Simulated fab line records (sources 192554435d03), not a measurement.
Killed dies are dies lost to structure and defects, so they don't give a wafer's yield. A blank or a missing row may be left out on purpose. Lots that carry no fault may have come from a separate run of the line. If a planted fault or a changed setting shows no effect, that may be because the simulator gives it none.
fab line records -- flow n5_finfet -- part 2 of 2: steps 42 to 42 of 42
record lots=5, wafers=14, last_day=19
route steps=1938 shown BEOL_M4@1099 BEOL_M5@1112 BEOL_M13@1659 PASSIVATION@1936
lots that met no fault: from a run of the same line without faults
start_h: the number of hours between the record's first day and the start of the first shown wafer of the lot -- wait_h: hours elapsed since this lot's preceding step -- " unchanged from the row above -- L1.1+2: a single row standing in for several wafers -- - no value, or no start given -- * or withheld: withheld -- < > ~ a bound
route shown NAME@n: a module of which the file shows steps, and the number in the route of the first -- usual: mean/standard deviation of fault-free wafers -- same: alike in all rows -- chamber/n: place in a boat -- sites: readings site by site -- _std_site: standard deviation of those values -- _edge_site: outer sites' mean less inner sites' -- radius_mm: how far each site lies from the wafer's centre -- mask NAME#n: copy n -- behind: the most recent tool/chamber to have shaped the wafer -- hold: cause of the lot's hold/its duration in hours/its outcome -- device: which transistor (n, p or np) failed to switch -- end of line: tests run on the same wafers once the route is complete -- a step given without rows: its recipe and nothing more -- killed: not the wafer's yield, but the dies lost to structure and defects at the first sort -- map: shows each die of a wafer: x if killed, . if not, _ if none is there
set.NAME: setting as actually run; set.NAME@STEP: the setting as run at that earlier step -- model.NAME: the simulator's own value behind a step, which no gauge read
certain route steps with their lots: each step a table, each wafer a row
services: a tool's chamber out of use, with start hour (start_h, from the record's first day; less than 0 if before it), hours out, and reason
## steps
# step N5_PASSIVATION_PROBE_49
# usual defect_limited_yield=91.2/1.4, killed_at_M0_to_M3=34/9.3, killed_at_M4_up=14/5.9, killed_at_contacts=14/5.7, killed_at_front_end=38/10, killed_at_other=4/3.2, killed_dies=104/17, killed_on_rim=14/4, killed_open=67/13, killed_short=33/6.9, sort_bin_5_function=5.2/1, sort_bin_6_memory=3.3/0.61, sort_bin_8_speed=0.3/1.8, sort_n_pass=1069/52
# same gross_dies=1180, killed_at_back_side=0, sort_bin_4_leakage[%]=0
lot.wafer,tool,chamber,start_h,wait_h,defect_limited_yield[%],killed_at_M0_to_M3,killed_at_M4_up,killed_at_contacts,killed_at_front_end,killed_at_other,killed_dies,killed_on_rim,killed_open,killed_short,sort_bin_5_function[%],sort_bin_6_memory[%],sort_bin_8_speed[%],sort_n_pass
L362.1,prober-01,-,332.15,0.0,0.8,7,1151,2,11,0,1171,151,13,8,74.2,3.0,0,9
L362.4,prober-01,-,332.30,0.2,0.3,6,1164,4,3,0,1177,151,11,3,71.4,2.8,0,3
L362.5,prober-01,-,332.35,0.2,0.8,4,1158,4,4,0,1170,150,12,3,72.9,3.1,0,10
L365.3,prober-01,-,355.01,0.1,0.7,4,1158,5,4,1,1172,149,14,5,75.2,1.9,0,8
L365.5,prober-01,-,355.11,0.2,0.5,10,1155,4,5,0,1174,150,20,5,74.6,2.4,0,6
L365.6,prober-01,-,355.16,0.3,0.4,2,1169,1,3,0,1175,152,6,3,74.2,3.4,0,5
L366.3,prober-01,-,372.05,0.1,0.3,7,1154,3,11,2,1177,150,15,8,72.0,2.8,0,3
L366.4,prober-01,-,372.10,0.2,0.7,6,1159,1,5,1,1172,150,13,4,73.2,2.8,0,8
L366.6,prober-01,-,372.20,0.3,0.3,4,1168,0,5,0,1177,151,9,2,70.8,2.3,0,3
L381.2,prober-01,-,461.59,0.7,90.0,43,14,13,41,7,118,23,81,37,6.3,3.5,0,1062
L381.6,prober-01,-,461.79,0.9,90.8,53,12,5,37,2,109,14,70,33,5.8,3.0,0,1071
# killed by level:class
L362.1 BEOL_M13:worn_mask_joined=1150 STI_FIN_REVEAL:geometric_particle:open=4 BEOL_M0_SAQP:geometric_particle:open=3 FIN_SAQP:geometric_particle:short=2 ILD0:geometric_particle:short=2 DUMMY_GATE:geometric_particle:open=1 ILD0:geometric_particle:open=1 GATE_CUT:geometric_particle:open=1
L362.4 BEOL_M13:worn_mask_joined=1163 MOL_CONTACT_COAG:geometric_particle:open=3 BEOL_M3:geometric_particle:open=2 BEOL_M1:geometric_particle:open=1 STI_FIN_REVEAL:geometric_particle:open=1 GATE_CUT:geometric_particle:short=1 MOL_CONTACT_COAG:geometric_particle:short=1 BEOL_M0_SAQP:geometric_particle:open=1
L362.5 BEOL_M13:worn_mask_joined=1155 MOL_CONTACT_COAG:geometric_particle:open=4 STI_FIN_REVEAL:geometric_particle:open=3 STARTING-WAFER:geometric_particle:short=1 BEOL_M0_SAQP:geometric_particle:short=1 BEOL_M1:geometric_particle:open=1 BEOL_M1:geometric_particle:short=1 BEOL_M2:geometric_particle:open=1
L365.3 BEOL_M13:worn_mask_joined=1153 MOL_CONTACT_COAG:geometric_particle:open=4 BEOL_M4:geometric_particle:open=3 BEOL_M3:geometric_particle:open=2 FIN_SAQP:geometric_particle:short=1 FIN_SAQP:geometric_particle:open=1 DUMMY_GATE:geometric_particle:short=1 MOL_CONTACT_COAG:geometric_particle:short=1
L365.5 BEOL_M13:worn_mask_joined=1149 BEOL_M2:geometric_particle:open=6 MOL_CONTACT_COAG:geometric_particle:open=4 STI_FIN_REVEAL:geometric_particle:open=3 BEOL_M3:geometric_particle:open=2 BEOL_M4:geometric_particle:open=2 FIN_SAQP:geometric_particle:open=1 STI_FIN_REVEAL:geometric_particle:short=1
L365.6 BEOL_M13:worn_mask_joined=1166 BEOL_M4:geometric_particle:open=2 FIN_SAQP:geometric_particle:short=1 FIN_CUT:geometric_particle:open=1 BEOL_M2:geometric_particle:short=1 MOL_CONTACT_COAG:geometric_particle:open=1 BEOL_M2:geometric_particle:open=1 BEOL_M6:geometric_particle:open=1
L366.3 BEOL_M13:worn_mask_joined=1153 FIN_SAQP:geometric_particle:short=3 BEOL_M0_SAQP:geometric_particle:open=3 DUMMY_GATE:geometric_particle:open=2 MOL_CONTACT_COAG:geometric_particle:short=2 BEOL_M2:geometric_particle:open=2 BEOL_M3:geometric_particle:open=2 MIM_BOT:geometric_particle:open=2
L366.4 BEOL_M13:worn_mask_joined=1155 BEOL_M0_SAQP:geometric_particle:open=4 BEOL_M7:geometric_particle:open=3 FIN_SAQP:geometric_particle:short=1 STI_FIN_REVEAL:geometric_particle:open=1 DUMMY_GATE:geometric_particle:open=1 ILD0:geometric_particle:open=1 GATE_CUT:geometric_particle:short=1
L366.6 BEOL_M13:worn_mask_joined=1166 DUMMY_GATE:geometric_particle:open=2 FIN_SAQP:geometric_particle:open=1 FIN_SAQP:geometric_particle:short=1 BEOL_M0_SAQP:geometric_particle:open=1 BEOL_M1:geometric_particle:open=1 BEOL_M2:geometric_particle:open=1 BEOL_M3:geometric_particle:open=1
L381.2 FIN_SAQP:geometric_particle:open=16 BEOL_M3:geometric_particle:open=13 MOL_CONTACT_COAG:geometric_particle:open=9 BEOL_M0_SAQP:geometric_particle:open=9 BEOL_M0_SAQP:geometric_particle:short=8 FIN_SAQP:geometric_particle:short=6 BEOL_M2:geometric_particle:open=5 STI_FIN_REVEAL:geometric_particle:open=4
L381.6 BEOL_M3:geometric_particle:open=16 BEOL_M0_SAQP:geometric_particle:open=14 BEOL_M0_SAQP:geometric_particle:short=11 BEOL_M4:geometric_particle:open=7 MOL_CONTACT_COAG:geometric_particle:open=5 FIN_SAQP:geometric_particle:short=4 FIN_SAQP:geometric_particle:open=4 ILD0:geometric_particle:short=4
# map L362.4 (x killed, . not)
_________________xxxxxxxxxxxx________________
______________xxxxxxxxxxxxxxxxxx_____________
___________xxxxxxxxxxxxxxxxxxxxxxxx__________
__________xxxxxxxxxxxxxxxxxxxxxxxxxx_________
________xxxxxxxxxxxxxxxxxxxxxxxxxxxxxx_______
_______xxxxxxxxxxxxxxxxxxxxxxxxxxxxxxxx______
______xxxxxxxxxxxxxxxxxxxxxxxxxxxxxxxxxx_____
_____xxxxxxxxxxxxxxxxxxxxxxxxxxxxxxx.xxxx____
____xxxxxxxxxxxxxxxxxxxxxxxxxxxxxxxxxxxxxx___
___xxxxxxxxxxxxxxxxxxxxxx.xxxxxxxxxxxxxxxxx__
___xxxxxxxxxxxxxxxxxxxxxxxxxxxxxxxxxxxxxxxx__
__xxxxxxxxxxxxxxxxxxxxxxxxxxxxxxxxxxxxxxxxxx_
__xxxxxxxxxxxxxxxxxxxxxxxxxxxxxxxxxxxxxxxxxx_
_xxxxxxxxxxxxxxxxxxxxxxxxxxxxxxxxxxxxxxxxxxxx
_xxxxxxxxxxxxxxxxxxxxxxxxxxxxxxxxxxxxxxxxxxxx
_xxxxxxxxxxxxxxxxxxxxxxxxxxxxxxxxxxxxxxxxxxxx
_xxxxxxxxxxxxxxxxxxxxxxxxxxxxxxxxxxxxxxxxxxxx
_xxxxxxxxxxxxxxxxxxxxxxxxxxxxxxxxxxxxxxxxxxxx
_xxxxxxxxxxxxxxxxxxxxxxxxxxxxxxxxxxxxxxxxxxxx
_xxxxxxxxxxxxxxxxxxxxxxxxxxxxxxxxxxxxxxxxxxxx
_xxxxxxxxxxxxxxxxxxxxxxxxxxxxxxxxxxxxxxxxxxxx
__xxxxxxxxxxxxxxxxxxxxxxxxxxxxxxxxxxxxxxxxxx_
__xxxxxxxxxxxxxxxxxxxxxxxxxxxxxxxxxxxxxxxxxx_
___xxxxxxxxxxxxxxxxxxxxxxxxxxxxxxxxxxxxxxxx__
___xxxxxxxxxxxxxxxxxxxxxxxxxxxxxxxxxxxxxxxx__
____xxxxxxxxxxxxxxxxxxxxxxxxxxxxxxxxxxxxxx___
_____xxxxxxxxxxxxxxxxxxxxxxxxxxxxxxxxxxxx____
______xxxxxxxxxxxxxxxxxxxxxxxxxxxxxxxxxx_____
_______xxxxxxxxxxxxxxxxxxxxxxxxxxxxxx.x______
________xxxxxxxxxxxxxxxxxxxxxxxxxxxxxx_______
__________xxxxxxxxxxxxxxxxxxxxxxxxxx_________
___________xxxxxxxxxxxxxxxxxxxxxxxx__________
______________xxxxxxxxxxxxxxxxxx_____________
_________________xxxxxxxxxxxx________________
# map L365.6 (x killed, . not)
_________________xxxxxxxxxxxx________________
______________xxxxxxxxxxxxxxxxxx_____________
___________xxxxxxxxxxxxxxxxxxxxxxxx__________
__________xxxxxxxxxxxxxxxxxxxxxxxxxx_________
________xxxxxxxxxxxx.xxxxxxxxxxxxxxxxx_______
_______xxxxxxxxxxxxxxxxxxxxxxxxxxxxxxxx______
______xxxxxxxxxxxxxxxxxxxxxxxxxxxxxxxxxx_____
_____xxxxxxxxxxxxxxxxxxxxxxxxxxxxxxxxxxxx____
____xxxxxxxxxxxxxxxxxxxxxxxxxxxx.xxxxxxxxx___
___xxxxxxxxxxxxxxxxxxxxxxxxxxxxxxxxxxxxxxxx__
___xxxxxxxxxxxxxxx.xxxxxxxxxxxxxxxxxxxxxxxx__
__xxxxxxxxxxxxxxxxxxxxxxxxxxxxxxxxxxxxxxxxxx_
__xxxxxxxxxxxxxxxxxxxxxxxxxxxxxxxxxxxxxxxxxx_
_xxxxxxxxxxxxxxxxxxxxxxxxxxxxxxxxxxxxxxxxxxxx
_xxxxxxxxxxxxxxxxxxxxxxxxxxxxxxxxxxxxxxxxxxxx
_xxxxxxxxxxxxxxxxxxxxxxxxxxxxxxxxxxxxxxxxxxxx
_xxxxxxxxxxxxxxxxxxxxxxxxxxxxxxxxxxxxxxxxxxxx
_xxxxxxxxxxxxxxxxxxxxxxxxxxxxxxxxxxxxxxxxxxxx
_xxxxxxxxxxxxxxxxxxxxxxxxxxxxxxxxxxxxxxxxxxxx
_xxxxxxxxxxxxxxxxxxxxxxxxxxxxxxxxxxxxxxxxxxxx
_xxxxxxxxxxxxxxxxxxxxxxxxxxxxxxxxxxxxxxxxxxxx
__xxxxxxxxxxxxxxxxxxxxx.xxxxxxxxxxxxxxxxxxxx_
__xxxxxxxxxxxxxxxxxxxxxxxxxxxxxx.xxxxxxxxxxx_
___xxxxxxxxxxxxxxxxxxxxxxxxxxxxxxxxxxxxxxxx__
___xxxxxxxxxxxxxxxxxxxxxxxxxxxxxxxxxxxxxxxx__
____xxxxxxxxxxxxxxxxxxxxxxxxxxxxxxxxxxxxxx___
_____xxxxxxxxxxxxxxxxxxxxxxxxxxxxxxxxxxxx____
______xxxxxxxxxxxxxxxxxxxxxxxxxxxxxxxxxx_____
_______xxxxxxxxxxxxxxxxxxxxxxxxxxxxxxxx______
________xxxxxxxxxxxxxxxxxxxxxxxxxxxxxx_______
__________xxxxxxxxxxxxxxxxxxxxxxxxxx_________
___________xxxxxxxxxxxxxxxxxxxxxxxx__________
______________xxxxxxxxxxxxxxxxxx_____________
_________________xxxxxxxxxxxx________________
## services
tool,chamber,start_h,hours,kind
pecvd-04,2,281.82,5.5,scheduled_down
rie_diel-05,2,283.64,2.9,repair
rie_diel-05,2,290.80,7.5,repair
cmp-02,-,295.18,1.3,repair
cmp-02,-,305.50,7.7,pm
rie_diel-05,2,344.91,8.1,repair
rie_diel-01,1,352.91,9.1,repair
rie_diel-01,0,360.33,9.2,repair
pecvd-04,-,363.16,6.0,pm
cmp-02,-,370.34,6.5,repair
pecvd-04,1,383.62,-,clean
pecvd-04,1,383.62,-,consumable_replace:showerhead
pecvd-04,1,383.62,29.0,scheduled_down
pecvd-04,1,383.62,29.0,vent_cycle
cmp-04,-,398.73,4.0,pm
pecvd-04,0,401.69,5.5,scheduled_down
cmp-03,-,402.42,5.8,repair
cmp-02,-,402.53,4.0,pm
cmp-04,-,402.73,-,consumable_replace:conditioner
cmp-04,-,402.73,-,consumable_replace:pad
plasma_asher-02,-,404.44,3.8,repair
rie_diel-05,0,405.95,-,clean
cmp-04,-,412.49,6.0,pm
plasma_asher-02,-,422.69,15.6,pm
## key
first_sign step=N5_BEOL_M13_ILD_DEP_00, reading=visit, direction=added
effect step=N5_BEOL_M13_THK_MEAS_01, reading=M13_ILD_THK, direction=up, sigmas=79, usual=845, struck=1700
effect step=N5_BEOL_M13_STRIP_63, reading=oes_product_au, direction=down, sigmas=81, usual=0.673, struck=0.229
effect step=N5_BEOL_M13_STRIP_64, reading=strip_time_to_endpoint_s, direction=down, sigmas=99+, usual=*, struck=*
effect step=N5_BEOL_M13_CD_MEAS_17, reading=cd_nm, direction=up, sigmas=48, usual=190.5, struck=284.0
effect step=N5_PASSIVATION_PROBE_49, reading=killed_at_M4_up, direction=up, sigmas=99+, usual=14, struck=1160
model_effect step=N5_BEOL_M13_VIA_ETCH_16, value=etch.depth_nm, without=844.9, struck=1700
model_effect step=N5_BEOL_M13_CMP_49, value=SiOC_of_BEOL_M13_ILD_DEP_00.thk_nm, without=787, struck=1310
met_at N5_BEOL_M13_ILD_DEP_00
struck_wafers L362.1,L362.4,L362.5,L365.3,L365.5,L365.6,L366.3,L366.4,L366.6
fault kind=repeated_step_whole, tool=pecvd-02,pecvd-03,pecvd-04, chamber=-, onset_h=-, steps=N5_BEOL_M13_ILD_DEP_00, times=1, scope=struck_lots_only
